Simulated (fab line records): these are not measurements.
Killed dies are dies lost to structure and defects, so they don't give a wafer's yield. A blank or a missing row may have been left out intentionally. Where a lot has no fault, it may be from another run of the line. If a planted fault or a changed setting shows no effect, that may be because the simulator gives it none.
Matching of chambers | flow n5 finfet | rie diel-04 running N5_BEOL_M0_SAQP_ETCH_49: 4 sister chambers
The step etches SiO2 in CF4/O2, target depth 37 nm. 4 wafers are shown with their chamber, then 7 later ones without.

== WAFERS PAIRED WITH THEIR CHAMBERS ==
wafer  | chamber | rf vpp V (V)
L089.4 | 0       | 239
L089.5 | 1       | 241
L090.1 | 2       | 256
L090.2 | 3       | 236

== WAFERS WITH NO CHAMBER GIVEN ==
wafer  | rf vpp V (V)
L090.3 | 241
L092.1 | 237
L092.3 | 255
L092.4 | 238
L095.1 | 242
L095.4 | 239
L095.6 | 235

== WHICH CHAMBER EACH ONE RAN IN ==
wafer  | from the rows above     | in truth
L090.3 | 1                       | 1
L092.1 | can't be placed: 3 or 0 | 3
L092.3 | 2                       | 2
L092.4 | can't be placed: 0 or 3 | 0
L095.1 | 1                       | 1
L095.4 | 0                       | 0
L095.6 | 3                       | 3
Placed correctly: 5 of 7. From these rows, 2 cannot be placed; in 2 the true chamber is one of the candidates. Wrongly placed: 0.
How it was worked out, from the rows above alone: a wafer's distance from a chamber is the root of the sum, over the readings, of the square of ((its reading less the chamber's mean) divided by the reading's scatter). If the next closest chamber is less than 2 further off than the closest, the wafer can't be placed; otherwise it belongs to the closest. The mean given for a chamber averages the wafers shown for that chamber. The scatter (one wafer shown for each chamber): square how far every hidden wafer sits from the nearest shown wafer, average those squares and take the square root.
